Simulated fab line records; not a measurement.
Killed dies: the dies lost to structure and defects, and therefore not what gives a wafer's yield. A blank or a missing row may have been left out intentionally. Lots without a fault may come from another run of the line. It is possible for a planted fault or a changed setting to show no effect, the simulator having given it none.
fab line records | flow nand-harc
record: lots: 6 wafers: 18 last-day: 33
route steps=1302 shown P_ZERO_WELL@15
lots untouched by any fault: they come from a run of this same line in which no faults occurred
start-h: hours from the record's first day to the start of the lot's first wafer shown | wait-h: hours since the lot's step before | " identical to the entry in the row above | L1.1+2: a single row standing in for several wafers | - value missing, or start not given | * or withheld: withheld | < > ~ a bound
route shown NAME@n: NAME is a module with steps in the file, n the number in the route of the first one | usual: the fault-free wafers' mean and standard deviation | same: alike in all rows | chamber/n: place in a boat | sites: each site's reading | _std_site: how widely they spread, as a standard deviation | _edge_site: inner sites' mean taken away from outer sites' mean | radius-mm: how far each site lies from the wafer's centre | mask NAME#n: copy n | behind: the tool/chamber that last shaped the wafer | hold: the reason the lot was held/the length of the hold in hours/how it ended | device: the transistor (n, p or np) that didn't switch | end of line: tests run on the same wafers once the route is complete | for a step that has no rows: nothing shown but its recipe | killed: dies that structure and defects cost at the first sort, which is not the same as the wafer's yield | map: dies across one wafer; x = killed, . = not, _ = none there
set.NAME: setting as actually run; set.NAME@STEP: the setting as run at that earlier step | model.NAME: the simulator's own value behind a step, which no gauge read
lots seen at some steps along the route; tables by step, rows by wafer
services: when a tool's chamber went out of use (start-h, in hours from the record's first day, below 0 if earlier), for how many hours, and the reason
== steps ==
step: NHARC_P_ZERO_WELL_HARDBAKE_12
recipe: temp-c: 118 time-s: 65
step: NHARC_P_ZERO_WELL_DESCUM_13
recipe: time-s: 3 o2-flow-sccm: 200 ar-flow-sccm: 0 bias-power-w: 0 chemistry: O2
usual: chamber-pressure-mTorr: 60.00/0.06 drypump-motor-current-A: 5.6/0.49 oes-product-au: 1.000/0.0074 rf-vpp-V: 57.9/0.81 showerhead-plenum-p-Torr: 1.89/0.059 throttle-valve-pct: 11.311/0.0092
columns lot.wafer tool chamber start-h wait-h chamber-pressure-mTorr drypump-motor-current-A oes-product-au rf-hours-counter-h rf-vpp-V showerhead-plenum-p-Torr throttle-valve-pct
L918.3 rie-diel-04 0 41.57 - 60.00 5.6 0.998 14 58.1 1.87 11.312
L918.6 " 3 " " 59.87 6.1 1.001 - 56.5 1.97 11.313
L918.5 " 0 " " 60.05 5.6 1.009 - 59.2 1.87 11.329
L919.3 rie-diel-05 2 51.50 - 59.99 6.2 0.985 45 56.1 1.92 11.292
L919.2 " 3 " " 59.99 4.9 0.991 49 58.0 1.86 11.314
L919.5 " 2 " " 59.97 6.3 0.996 - 57.4 1.92 11.309
L924.3 rie-diel-04 2 101.40 - 60.00 5.1 1.005 32 57.7 1.84 11.324
L924.5 " 2 " " 60.04 5.1 1.000 - 57.6 1.84 11.321
L924.6 " 3 " " 60.02 6.2 1.007 - 57.6 1.97 11.314
L931.4 rie-diel-04 1 171.28 - 59.95 5.8 1.006 58 58.0 1.90 11.300
L931.2 " 2 " " 59.93 5.1 1.000 53 57.0 1.83 11.294
L931.5 " 1 " " 60.13 5.8 1.013 - 58.7 1.90 11.315
L933.4 rie-diel-04 3 191.41 - 60.10 6.1 0.987 0 57.3 1.96 11.318
L933.1 " 0 " " 60.04 5.6 0.982 0 57.6 1.86 11.313
L933.2 " 1 " " 60.00 5.9 1.006 0 57.4 1.90 11.301
L939.3 rie-diel-04 0 252.08 - 59.89 5.6 0.994 19 57.1 1.85 11.322
L939.2 " 1 " " 59.96 5.8 1.004 21 57.9 1.89 11.298
L939.4 " 2 " " 59.96 5.1 0.990 20 57.4 1.82 11.302
step: NHARC_P_ZERO_WELL_ETCH_65
recipe: target-depth-a: 800 overetch-a: 240 time-s: 87.88 ion-energy-ev: 200 n2-flow-sccm: 150 h2-flow-sccm: 150 ar-flow-sccm: 0 rf-w: 400 bias-w: 150 chemistry: N2/H2
usual: chamber-pressure-mTorr: 29.998/0.024 drypump-motor-current-A: 5.6/0.48 oes-product-au: 1.001/0.0079 rf-vpp-V: 430.0/1.9 showerhead-plenum-p-Torr: 2.02/0.063 throttle-valve-pct: 14.170/0.0092
columns lot.wafer tool chamber start-h wait-h chamber-pressure-mTorr drypump-motor-current-A oes-product-au rf-hours-counter-h rf-vpp-V showerhead-plenum-p-Torr throttle-valve-pct
L918.3 rie-diel-04 3 41.71 0.1 30.016 6.2 0.993 11 433.4 2.10 14.191
L918.5 " 0 " " 29.958 5.6 1.011 - 428.6 2.00 14.178
L918.6 " 1 " " 30.001 5.8 1.003 - 431.2 2.04 14.173
L919.3 rie-diel-05 1 51.59 0.1 29.992 4.8 1.004 49 432.7 2.14 14.168
L919.2 " 3 " " 29.999 4.9 1.006 49 429.0 1.99 14.185
L919.5 " 2 " " 30.054 6.2 0.991 - 431.5 2.04 14.159
L924.3 rie-diel-04 2 101.49 0.1 30.019 5.1 1.000 32 427.1 1.96 14.178
L924.5 " 1 " " 30.005 5.9 1.009 - 429.6 2.03 14.176
L924.6 " 2 " " 30.013 5.1 0.999 - 427.4 1.96 14.181
L931.4 rie-diel-04 0 171.42 0.1 29.971 5.6 1.004 55 427.8 1.98 14.161
L931.2 " 1 " " 29.988 5.9 0.994 58 430.4 2.02 14.172
L931.5 " 0 " " 29.997 5.6 1.002 - 427.4 1.98 14.172
L933.2 rie-diel-04 1 191.49 0.1 30.003 5.9 0.994 0 431.7 2.02 14.170
L933.1 " 2 " " 29.976 5.1 0.996 0 428.0 1.95 14.175
L933.4 " 3 " " 30.004 6.1 0.996 0 431.4 2.09 14.181
L939.2 rie-diel-04 0 252.17 0.1 30.012 5.7 1.001 19 429.4 1.97 14.154
L939.4 " 2 " " 29.984 5.1 0.992 20 429.0 1.94 14.182
L939.3 " 3 " " 29.991 6.2 0.983 17 431.2 2.08 14.170
step: NHARC_P_ZERO_WELL_ETCH_62
recipe: target-depth-a: 130 time-s: 6.5 chf3-flow-sccm: 50 ar-flow-sccm: 200 rf-w: 500 bias-w: 200 chemistry: CHF3/Ar
usual: chamber-pressure-mTorr: 24.999/0.022 drypump-motor-current-A: 5.6/0.49 oes-product-au: 0.958/0.015 rf-vpp-V: 370.1/1.7 showerhead-plenum-p-Torr: 2.32/0.069 throttle-valve-pct: 20.217/0.0086
columns lot.wafer tool chamber start-h wait-h chamber-pressure-mTorr drypump-motor-current-A oes-product-au rf-hours-counter-h rf-vpp-V showerhead-plenum-p-Torr throttle-valve-pct
L918.3 rie-diel-04 3 - - 25.004 6.1 0.942 11 371.4 2.41 20.219
L918.6 " 2 " " 25.001 5.1 0.953 - 368.8 2.26 20.218
L918.5 " 3 " " 25.023 6.1 0.945 - 372.0 2.41 20.210
L919.3 rie-diel-05 0 - - 25.003 6.1 0.959 48 373.9 2.38 20.216
L919.2 " 3 " " 25.031 4.9 0.958 49 370.1 2.29 20.215
L919.5 " 0 " " 25.028 6.1 0.961 - 370.6 2.38 20.218
L924.3 rie-diel-04 2 - - 25.001 5.1 0.949 32 367.9 2.25 20.214
L924.5 " 0 " " 24.975 5.6 0.980 - 368.2 2.29 20.217
L924.6 " 1 " " 25.022 5.9 0.984 - 371.0 2.33 20.209
L931.2 rie-diel-04 3 - - 25.040 6.2 0.960 42 372.7 2.40 20.225
L931.4 " 1 " " 24.977 5.8 0.965 58 369.0 2.33 20.219
L931.5 " 2 " " 25.024 5.1 0.944 - 368.2 2.25 20.213
L933.1 rie-diel-04 1 - - 25.031 5.8 0.968 0 370.6 2.32 20.215
L933.2 " 2 " " 25.019 5.1 0.937 0 368.8 2.25 20.229
L933.4 " 0 " " 25.019 5.6 0.961 0 370.0 2.28 20.221
L939.2 rie-diel-04 3 - - 24.961 6.2 0.943 17 371.0 2.39 20.209
L939.4 " 0 " " 24.991 5.7 0.933 19 370.6 2.27 20.209
L939.3 " 1 " " 25.022 5.9 0.965 21 369.3 2.32 20.212
step: NHARC_P_ZERO_WELL_ETCH_63
recipe: target-depth-a: 1200 time-s: 40.1 hbr-flow-sccm: 150 cl2-flow-sccm: 50 rf-w: 400 icp-w: 400 bias-w: 100 chemistry: HBr/Cl2
usual: chamber-pressure-mTorr: 15.001/0.014 drypump-motor-current-A: 5.9/0.57 mfc-cl2-sccm: 50.01/0.16 oes-product-au: 1.002/0.0083 throttle-valve-pct: 26.405/0.0095
columns lot.wafer tool chamber start-h wait-h chamber-pressure-mTorr drypump-motor-current-A mfc-cl2-sccm oes-product-au rf-hours-counter-h throttle-valve-pct
L918.3 rie-si-04 0 41.92 - 14.997 5.8 50.19 0.997 0.1 26.397
L918.6 " 3 " " 15.002 6.5 49.88 1.013 - 26.408
L918.5 " 0 " " 15.015 5.8 49.71 1.005 - 26.397
L919.3 rie-si-01 0 52.05 - 15.007 5.7 50.07 1.009 0.2 26.399
L919.2 " 2 " " 14.987 6.1 49.90 0.988 0.1 26.417
L919.5 " 2 " " 14.996 6.1 49.77 1.001 - 26.411
L924.3 rie-si-04 2 101.70 - 15.020 5.4 49.89 1.008 0.6 26.408
L924.6 " 3 " " 14.998 6.5 50.37 1.019 - 26.404
L924.5 " 0 " " 15.027 5.8 50.04 1.006 - 26.399
L931.4 rie-si-01 2 171.58 - 14.997 6.1 50.11 1.007 0.9 26.406
L931.2 " 0 " " 14.991 5.7 49.89 1.011 1.1 26.401
L931.5 " 2 " " 15.024 6.1 50.14 1.003 - 26.409
L933.4 rie-si-04 3 191.67 - 15.011 6.5 49.85 1.007 0.1 26.423
L933.1 " 0 " " 15.010 5.8 50.28 1.000 0.1 26.419
L933.2 " 1 " " 14.980 5.5 49.80 1.002 0.2 26.399
L939.2 rie-si-04 2 252.35 - 15.014 5.4 49.93 0.996 0.6 26.414
L939.3 " 3 " " 15.019 6.5 49.79 1.004 0.5 26.412
L939.4 " 1 " " 15.007 5.6 49.97 0.995 0.5 26.411
step: NHARC_P_ZERO_WELL_STRIP_15
recipe: time-s: 900 temp-c: 130 chemistry: SPM
step: NHARC_P_ZERO_WELL_DEHYDRATE_16
recipe: temp-c: 150 time-s: 120
step: NHARC_P_ZERO_WELL_HMDS_17
recipe: time-s: 30
step: NHARC_P_ZERO_WELL_COAT_18
recipe: spin-rpm: withheld
step: NHARC_P_ZERO_WELL_SOFTBAKE_19
recipe: temp-c: 122 time-s: 95
step: NHARC_P_ZERO_WELL_EBR_20
step: NHARC_P_ZERO_WELL_EXPOSE_21
recipe: na: 0.6 target-cd-nm: 720 dose-mj: 22.31 mask-id: P_NWELL
step: NHARC_P_ZERO_WELL_PEB_22
recipe: peb-temp-c: 118 peb-time-s: 85
usual: heater-power-total-W: 164.00/0.28 plate-temp-C: 118.01/0.14 resist-line-temp-C: 22.98/0.12
columns lot.wafer tool chamber start-h wait-h heater-power-total-W plate-temp-C resist-line-temp-C
L918.3 litho-track-02 0 42.75 0.1 164.24 117.94 23.02
L918.5 " 0 " " 164.31 118.15 23.04
L918.6 " 0 " " 164.37 118.06 23.05
L919.2 litho-track-03 0 52.92 0.1 164.29 117.91 23.01
L919.3 " 0 " " 163.81 118.02 23.02
L919.5 " 0 " " 163.67 117.72 22.97
L924.3 litho-track-05 0 102.38 0.1 164.37 117.94 23.05
L924.5 " 0 " " 163.66 117.89 23.08
L924.6 " 0 " " 163.60 117.79 23.04
L931.2 litho-track-05 0 172.30 0.1 157.82 114.53 22.65
L931.4 " 0 " " 158.13 114.67 22.82
L931.5 " 0 " " 157.65 114.69 22.98
L933.1 litho-track-05 0 192.52 0.1 157.56 114.54 23.17
L933.2 " 0 " " 157.76 114.55 23.15
L933.4 " 0 " " 158.18 114.81 23.01
L939.2 litho-track-03 0 253.19 0.1 164.05 117.85 22.85
L939.3 " 0 " " 164.35 117.93 22.98
L939.4 " 0 " " 163.67 118.04 22.98
step: NHARC_P_ZERO_WELL_DEVELOP_23
recipe: time-s: 70
step: NHARC_P_ZERO_WELL_CD_MEAS_24
recipe: target-cd-nm: 720 landing-energy-ev: 500
usual: cd-nm: 720.0/1.6
columns lot.wafer tool chamber start-h wait-h cd-nm
L918.3 cd-sem-02 0 42.84 - 718.0
L918.5 " 0 " " 718.3
L918.6 " 0 " " 718.9
L919.2 cd-sem-01 0 53.01 - 721.4
L919.3 " 0 " " 720.4
L919.5 " 0 " " 720.7
L924.3 cd-sem-03 0 102.47 - 721.4
L924.5 " 0 " " 719.1
L924.6 " 0 " " 720.2
L931.2 cd-sem-01 0 172.39 - 712.4
L931.4 " 0 " " 712.0
L931.5 " 0 " " 712.7
L933.1 cd-sem-03 0 192.61 - 711.7
L933.2 " 0 " " 710.3
L933.4 " 0 " " 712.8
L939.2 cd-sem-01 0 253.29 - 720.4
L939.3 " 0 " " 722.7
L939.4 " 0 " " 720.1
step: NHARC_P_ZERO_WELL_HARDBAKE_25
recipe: temp-c: 125 time-s: 80
step: NHARC_P_ZERO_WELL_DESCUM_26
recipe: time-s: 3 o2-flow-sccm: 200 ar-flow-sccm: 0 bias-power-w: 0 chemistry: O2
usual: chamber-pressure-mTorr: 60.01/0.054 drypump-motor-current-A: 5.6/0.45 oes-product-au: 1.000/0.0073 rf-vpp-V: 57.7/0.86 showerhead-plenum-p-Torr: 1.88/0.06 throttle-valve-pct: 11.312/0.0083
columns lot.wafer tool chamber start-h wait-h chamber-pressure-mTorr drypump-motor-current-A oes-product-au rf-hours-counter-h rf-vpp-V showerhead-plenum-p-Torr throttle-valve-pct model.P_ZERO_WELL.cd-nm
L918.3 rie-diel-04 1 43.06 - 60.05 5.8 1.015 14 57.7 1.91 11.308 718.3
L918.6 " 1 " " 60.09 5.9 1.010 - 57.6 1.91 11.303 719.2
L918.5 " 2 " " 59.96 5.1 0.998 - 55.8 1.84 11.312 718.3
L919.2 rie-diel-04 3 53.18 - 60.02 6.2 1.005 15 57.8 1.97 11.314 721.8
L919.3 " 0 " " 60.00 5.6 1.012 19 58.1 1.87 11.326 719.8
L919.5 " 3 " " 59.98 6.1 1.001 - 57.8 1.97 11.310 721
L924.3 rie-diel-04 2 102.65 - 60.07 5.1 0.996 32 57.0 1.84 11.321 720.7
L924.6 " 0 " " 60.02 5.6 1.009 - 56.4 1.87 11.322 719.4
L924.5 " 1 " " 60.09 5.8 0.997 - 58.6 1.90 11.294 718.5
L931.4 rie-diel-05 1 172.54 - 59.95 4.8 0.994 38 58.5 1.99 11.324 712.1
L931.2 " 0 " " 60.03 6.1 0.993 39 57.8 1.94 11.312 712.3
L931.5 " 1 " " 60.08 4.7 0.995 - 57.7 1.99 11.305 713.1
L933.2 rie-diel-05 1 192.77 - 60.11 4.8 0.999 47 58.9 1.99 11.320 710
L933.4 " 2 " " 59.97 6.2 0.989 49 58.0 1.90 11.308 712.7
L933.1 " 3 " " 60.09 4.9 1.008 43 57.8 1.85 11.325 711.6
L939.2 rie-diel-02 3 253.44 - 60.09 5.6 0.999 11 56.5 1.80 11.308 720.3
L939.4 " 1 " " 59.95 5.7 1.010 9 57.4 1.79 11.318 719.9
L939.3 " 2 " " 59.95 5.7 0.998 8 56.2 1.95 11.311 722.1
step: NHARC_P_ZERO_WELL_IMPLANT_27
recipe: energy-kev: 600 dose-cm2: 1e+13 tilt-deg: 7
== services ==
columns tool chamber start-h hours kind
rie-diel-02 - 40.90 9.0 pm
rie-si-01 3 46.49 9.1 repair
litho-track-02 - 52.00 7.0 pm
rie-diel-05 - 52.60 9.0 pm
rie-diel-04 3 67.79 10.4 repair
rie-si-04 - 80.83 0.5 repair
rie-diel-04 3 82.41 12.7 repair
litho-track-03 - 100.00 7.0 pm
rie-diel-02 2 116.29 2.0 repair
rie-diel-02 1 117.11 10.1 repair
litho-track-05 - 124.00 7.0 pm
rie-diel-05 3 139.13 9.7 repair
rie-diel-05 2 143.36 3.6 repair
rie-si-04 - 165.00 9.0 pm
rie-diel-04 - 178.73 9.0 pm
rie-diel-05 2 181.69 1.2 repair
rie-si-01 - 193.00 9.0 pm
rie-diel-02 0 206.01 5.8 repair
rie-diel-02 - 217.90 9.0 pm
litho-track-02 - 227.00 7.0 pm
rie-diel-04 1 228.76 3.0 repair
rie-diel-05 - 229.60 9.0 pm
rie-si-04 - 248.34 1.7 repair
rie-si-04 - 251.55 0.3 repair
== key ==
first-sign: step: NHARC_P_ZERO_WELL_PEB_22 reading: plate-temp-C direction: down sigmas: 25 usual: * struck: *
effect: step: NHARC_P_ZERO_WELL_PEB_22 reading: heater-power-total-W direction: down sigmas: 22 usual: * struck: *
effect: step: NHARC_P_ZERO_WELL_CD_MEAS_24 reading: cd-nm direction: down sigmas: 5.1 usual: 720.0 struck: 712.0
model-effect: step: NHARC_P_ZERO_WELL_DESCUM_26 value: P_ZERO_WELL.cd-nm without: 718 struck: 712
met-at NHARC_P_ZERO_WELL_PEB_22
struck-wafers L931.2,L931.4,L931.5,L933.1,L933.2,L933.4
tester-left-out L931,L933
onset-between 102.38 172.30
fault: kind: process-parameter-drift tool: litho-track-05 chamber: - onset-h: 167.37 steps: NHARC_P_ZERO_WELL_PEB_22 channel: peb-temp-c offset: * shape: step end-h: 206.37 acts-in: * stated: *
tester-left-out: of these lots the tester's yield and bins aren't shown, on N5 and GAA mostly nor the transistor test; their killed dies are dies lost to structure and defects alone, not to doping, threshold or leakage, so they don't give the yield
